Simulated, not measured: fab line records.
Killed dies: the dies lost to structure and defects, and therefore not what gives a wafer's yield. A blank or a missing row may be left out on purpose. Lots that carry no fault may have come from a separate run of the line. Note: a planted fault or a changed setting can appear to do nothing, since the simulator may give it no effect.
Struck lot and sound lot, side by side -- flow n5-finfet -- 45 steps out of a route of 1938
Sound: the wafers L478.1, L478.2, L478.3. Struck: wafers L486.2, L486.4, L486.5. Last of all comes the cause.
Each step with rows lists, per side, the tool, then ch with its chambers, then its first start. Under that, the readings that differ: sound wafers -- struck wafers -- difference of the means -- sigmas: that difference in standard deviations of wafers without a fault.
alike: words and numbers the same on both sides, and readings whose means are apart by under 2 such deviations; not compared: readings that were withheld, readings missing a value for some wafer, numbers with overlapping values and no deviation given by the record, and bounds like >300 which may hide the same value.
A row with sigmas, a row that says differs or no value, or rows on one side alone: a step with any of these is where the two part. Numbers that have no deviation but don't overlap get no sigmas and don't part them. A reading missing from all wafers of one side parts the sides only when that side holds two or more wafers.

first, 4 steps without rows for these wafers: N5_MOL_CONTACT_COAG_CVD_140 (deposits W, target thk 66.5 nm, time 215 s); N5_MOL_CONTACT_COAG_PRECLEAN_127 (cleans in DIW, time 57.5 s); N5_MOL_CONTACT_COAG_SRD_128 (dry time 32 s); N5_MOL_CONTACT_COAG_CMP_52 (polishes, stops on SiO2, t overpolish 1.5 s, target thk 66.5 nm).
N5_MOL_CONTACT_COAG_THK_MEAS_53:
  sound on film-metro-02 at day 7 07:56; struck on film-metro-02 at day 9 07:23
  alike: VIA_MOL_THK
then, 1 step without rows for these wafers: N5_MOL_CONTACT_COAG_ANNEAL_112 (time 1800 s).
N5_MOL_CONTACT_COAG_INSPECT_97: inspects for defects (darkfield).
  sound on defect-inspect-01 at day 7 11:01; struck on defect-inspect-02 at day 9 10:28
  alike: raw-defect-count
then, 4 steps without rows for these wafers: N5_BEOL_M0_SAQP_PECVD_00 (deposits SiCN from 3MS/NH3, target thk 8 nm, time 14 s); N5_BEOL_M0_SAQP_ILD_DEP_01 (deposits SiOC from DEMS/O2, target thk 45.419 nm, time 8.7 s); N5_BEOL_M0_SAQP_HM_DEP_02 (deposits TiN, target thk 12 nm); N5_BEOL_M0_SAQP_PECVD_03 (deposits SiCN from 3MS/NH3, target thk 12 nm, time 21.1 s).
N5_BEOL_M0_SAQP_PECVD_96: deposits a-Si from SiH4/He, target thk 45 nm, time 45.2 s.
  sound on pecvd-01 ch 0,1,2, day 7 13:41; struck on pecvd-01 ch 1,2, day 9 12:24
  no value came back on the struck wafers for any of 5 readings (chamber-pressure-Torr (Torr), heater-power-outer-w (W) and others); on the sound wafers chamber-pressure-Torr (Torr) reads 2.993 2.986 3.001
N5_BEOL_M0_SAQP_PECVD_97: deposits SiNx from SiH4/NH3/N2, target thk 23 nm, time 19.9 s.
  sound on pecvd-01 ch 0,1,2, day 7 13:44; struck on pecvd-01 ch 1,2, day 9 12:27
  alike: chamber-pressure-Torr, heater-power-outer-w, heater-power-w, showerhead-plenum-p-Torr, throttle-valve-pct
then, 1 step without rows for these wafers: N5_BEOL_M0_SAQP_PECVD_04 (deposits a-Si from SiH4/He, target thk 60 nm, time 60.2 s).
N5_BEOL_M0_SAQP_THK_MEAS_05:
  sound on film-metro-01 at day 7 13:53; struck on film-metro-02 at day 9 12:35
  alike: thk-nm
N5_BEOL_M0_SAQP_HM_DEP_111: deposits SiO2 from SiH4/N2O, target thk 12 nm, time 7.2 s.
  sound on pecvd-03 ch 0,2, day 7 13:55; struck on pecvd-03 ch 0,1, day 9 12:37
  alike: heater-power-w, showerhead-plenum-p-Torr
then, 8 steps without rows for these wafers: N5_BEOL_M0_SAQP_COAT_81 (time 60 s, resist thk 100 nm); N5_BEOL_M0_SAQP_COAT_82 (time 60 s, resist thk 30 nm); N5_BEOL_M0_SAQP_COAT_08 (resist thk 90 nm); N5_BEOL_M0_SAQP_EBR_10; N5_BEOL_M0_SAQP_SOFTBAKE_09 (time 60 s); N5_BEOL_M0_SAQP_EXPOSE_11 (exposes mask M0 CORE, target cd 42 nm); N5_BEOL_M0_SAQP_PEB_12 (peb time 60 s); N5_BEOL_M0_SAQP_DEVELOP_13 (develop time 30 s).
N5_BEOL_M0_SAQP_CD_MEAS_14: the cd target is 42.5 nm.
  sound on cd-sem-03 ch 0, day 7 14:23; struck on cd-sem-02 ch 0, day 9 12:58
  alike: cd-nm
N5_BEOL_M0_SAQP_OVL_MEAS_15:
  sound on overlay-02 ch 0, day 7 14:25; struck on overlay-02 ch 0, day 9 13:00
  alike: M0_CORE_OVL
N5_BEOL_M0_SAQP_INSPECT_16: inspects for defects (brightfield).
  sound on defect-inspect-01 at day 7 14:26; struck on defect-inspect-02 at day 9 13:01
reading,sound,struck,difference,sigmas
raw-defect-count,456 431 343,678 654 904,+335,+2
N5_BEOL_M0_SAQP_DESCUM_19: chemistry O2, time 7.9 s.
  sound on rie-diel-04 ch 1,2,3, day 7 14:28; struck on rie-diel-03 ch 0,1,2, day 9 13:22
  alike: drypump-motor-current-A, oes-product-au, rf-vpp-V, showerhead-plenum-p-Torr, throttle-valve-pct
  not compared: rf-hours-counter-h
N5_BEOL_M0_SAQP_ETCH_83: etches SiARC in CF4, target depth 39 nm, time 65 s.
  sound on rie-diel-04 ch 1,2,3, day 7 14:31; struck on rie-diel-03 ch 0,1,2, day 9 13:24
  alike: drypump-motor-current-A, etch-rf-on-time-s, oes-product-au, rf-vpp-V, showerhead-plenum-p-Torr, throttle-valve-pct
  not compared: rf-hours-counter-h
then, 9 steps without rows for these wafers: N5_BEOL_M0_SAQP_ETCH_84 (etches SOC in N2/H2, target depth 100 nm, overetch 20 nm, time 150 s); N5_BEOL_M0_SAQP_STRIP_80 (strips in N2/H2); N5_BEOL_M0_SAQP_HM_OPEN_112 (chemistry CHF3/O2, target SiO2, stops on a-Si, target depth 12 nm, time 13.5 s); N5_BEOL_M0_SAQP_STRIP_113 (strips in CHF3/O2); N5_BEOL_M0_SAQP_MANDREL_ETCH_20 (etches a-Si in HBr/Cl2, stops on SiNx, target depth 60 nm, bt time 10 s, time 30 s); N5_BEOL_M0_SAQP_STRIP_86 (strips in N2/H2); N5_BEOL_M0_SAQP_STRIP_115 (strips in post etch residue remover, time 60 s); N5_BEOL_M0_SAQP_SRD_93 (time 30 s); N5_BEOL_M0_SAQP_RECESS_114 (chemistry HF/NH3, target SiO2, target depth 14.4 nm, afs cycles 3, sublimation time 60 s).
N5_BEOL_M0_SAQP_SPACER1_ALD_98: deposits SiO2, target thk 12.8 nm, pulse time 1 s, purge time 2 s.
  sound on ald-sin-01 ch 1,2,3, day 7 15:24; struck on ald-sin-03 ch 0,3, day 9 15:35
  alike: heater-power-w, precursor-pulse-height-rel
then, 2 steps without rows for these wafers: N5_BEOL_M0_SAQP_SPACER1_ETCHBACK_99 (etches SiO2 in CHF3/O2, target depth 15.4 nm, time 7.7 s); N5_BEOL_M0_SAQP_MANDREL1_REMOVE_100 (chemistry HBr/Cl2/O2, target a-Si, stops on SiNx, bt time 10 s).
N5_BEOL_M0_SAQP_MANDREL_ETCH_103: etches a-Si in HBr/Cl2, stops on SiCN, target depth 45 nm, bt time 10 s, time 27 s.
  sound on rie-si-02 ch 0,1,3, day 7 16:15; struck on rie-si-03 ch 0,1,2, day 9 16:32
reading,sound,struck,difference,sigmas
oes-product-au (a.u.),0.692 0.664 0.671,0.293 0.291 0.280,-0.388,-28
model.etch.depth-nm (nm),44.81 44.35 44.14,0 0 0,-44,
  alike: drypump-motor-current-A, throttle-valve-pct
  not compared: rf-hours-counter-h
N5_BEOL_M0_SAQP_MANDREL2_REMOVE_110: chemistry HBr/Cl2/O2, target a-Si, stops on SiCN, bt time 10 s.
  sound on rie-si-03 ch 0,1,2, day 7 17:50; struck on rie-si-03 ch 0,2, day 9 20:08
reading,sound,struck,difference,sigmas
model.BEOL_M0_SAQP.cd-nm (nm),15 15 14.8,12.8 12.8 12.8,-2.1,
  alike: drypump-motor-current-A, oes-product-au, throttle-valve-pct
  not compared: rf-hours-counter-h
N5_BEOL_M0_SAQP_CD_MEAS_29: the cd target is 14.4 nm.
  sound on cd-sem-01 ch 0, day 7 17:56; struck on cd-sem-03 ch 0, day 9 20:15
reading,sound,struck,difference,sigmas
cd-nm (nm),15.08 14.92 14.73,- - -,no value on the struck wafers,
N5_BEOL_M4_RC_MEAS_101:
  the record has rows for the sound wafers here (prober-01 ch 0, day 11 07:12) and none for the struck ones

WHERE THEY PART
At N5_BEOL_M0_SAQP_PECVD_96 first; at N5_BEOL_M4_RC_MEAS_101 last (within this record only).

WHY: what the simulator had put in
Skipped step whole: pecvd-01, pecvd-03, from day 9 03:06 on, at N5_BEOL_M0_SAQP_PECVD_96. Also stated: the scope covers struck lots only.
